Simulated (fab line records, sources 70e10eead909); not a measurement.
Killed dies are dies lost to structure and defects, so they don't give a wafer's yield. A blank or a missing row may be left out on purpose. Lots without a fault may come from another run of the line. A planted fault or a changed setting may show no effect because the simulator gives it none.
A struck lot beside a sound one | flow nand_harc | 14 steps out of a route of 1159
Sound: wafers L414.1, L414.2, L414.4. Struck: wafers L403.1, L403.6. (L403.4 of the same lot was not struck and is left out.) The cause comes at the end.
At each step with rows: each side's tool, then ch and its chambers, then its first start. Under that, the readings that differ: sound wafers | struck wafers | difference of the means | sigmas: that difference in standard deviations of wafers without a fault.
alike: readings whose means differ by less than 2 such deviations, and words and numbers that are the same on both sides. not compared: withheld readings, readings that some wafer has no value for, bounds like >300 that may hide the same value, and numbers for which the record gives no deviation and whose values overlap.
The two part at a step that has a row with sigmas, a row that says differs or no value, or rows on one side only. Numbers that don't overlap but have no deviation are shown without sigmas and don't part them. A reading that every wafer of one side lacks parts them only if that side has two wafers or more.

NHARC_P_GATE_RTA_82: time 30 s.
  sound on rtp_anneal-02 ch 0, day 10 01:53; struck on rtp_anneal-01 ch 0, day 7 08:50
  reading            | sound          | struck    | difference | sigmas
  lamp_power_pct (%) | 3.98 3.98 3.99 | 4.07 4.06 | +0.08      | +2
  alike: wafer_temp_C_max
NHARC_P_GATE_INSPECT_68:
  sound on defect_inspect-02, day 10 02:05; struck on defect_inspect-02, day 7 09:01
  alike: raw_defect_count
NHARC_P_CONTACT_DEP_30: deposits SiNx, target thk 30 nm.
  sound on pecvd-03 ch 0,1, day 10 02:11; struck on pecvd-03 ch 0,2, day 7 09:10
  alike: heater_power_w
NHARC_P_CONTACT_DEP_00: deposits SiO2, target thk 500 nm.
  sound on pecvd-03 ch 0,1; struck on pecvd-03 ch 0,2
  alike: chamber_pressure_Torr, heater_power_w, throttle_valve_pct
NHARC_P_CONTACT_CMP_01: polishes SiO2, target thk 200 nm.
  sound on cmp-01 ch 0,1,2, day 10 02:52; struck on cmp-01 ch 1,2, day 7 09:48
  alike: motor_current_A
then, 6 steps without rows for these wafers: NHARC_P_CONTACT_SRD_03; NHARC_P_CONTACT_DEHYDRATE_04 (time 120 s); NHARC_P_CONTACT_HMDS_05 (time 30 s); NHARC_P_CONTACT_COAT_33 (time 75 s); NHARC_P_CONTACT_COAT_34 (time 65 s); NHARC_P_CONTACT_COAT_06 (resist thk 90 nm).
NHARC_P_CONTACT_SOFTBAKE_07: time 55 s.
  sound on litho_track-06 ch 0, day 10 03:00; struck on litho_track-01 ch 0, day 7 10:00
  reading                  | sound                | struck        | difference | sigmas
  heater_power_total_W (W) | 188.32 188.46 188.47 | 222.92 222.58 | +34.33     | +99 or more
then, 1 step without rows for these wafers: NHARC_P_CONTACT_EBR_08.
-- the record jumps here: 14 days lie between the struck wafers' starts before and after (it left off in module P_CONTACT and takes up again in module END, whose first step shown is number 1159 of the route) --
NHARC_END_SORT_01:
  the record has rows for the struck wafers here (prober-02 ch 0, day 21 05:41) and none for the sound ones

WHERE THEY PART
First at NHARC_P_GATE_RTA_82; last, within this record, at NHARC_END_SORT_01.

WHY: what the simulator had put in
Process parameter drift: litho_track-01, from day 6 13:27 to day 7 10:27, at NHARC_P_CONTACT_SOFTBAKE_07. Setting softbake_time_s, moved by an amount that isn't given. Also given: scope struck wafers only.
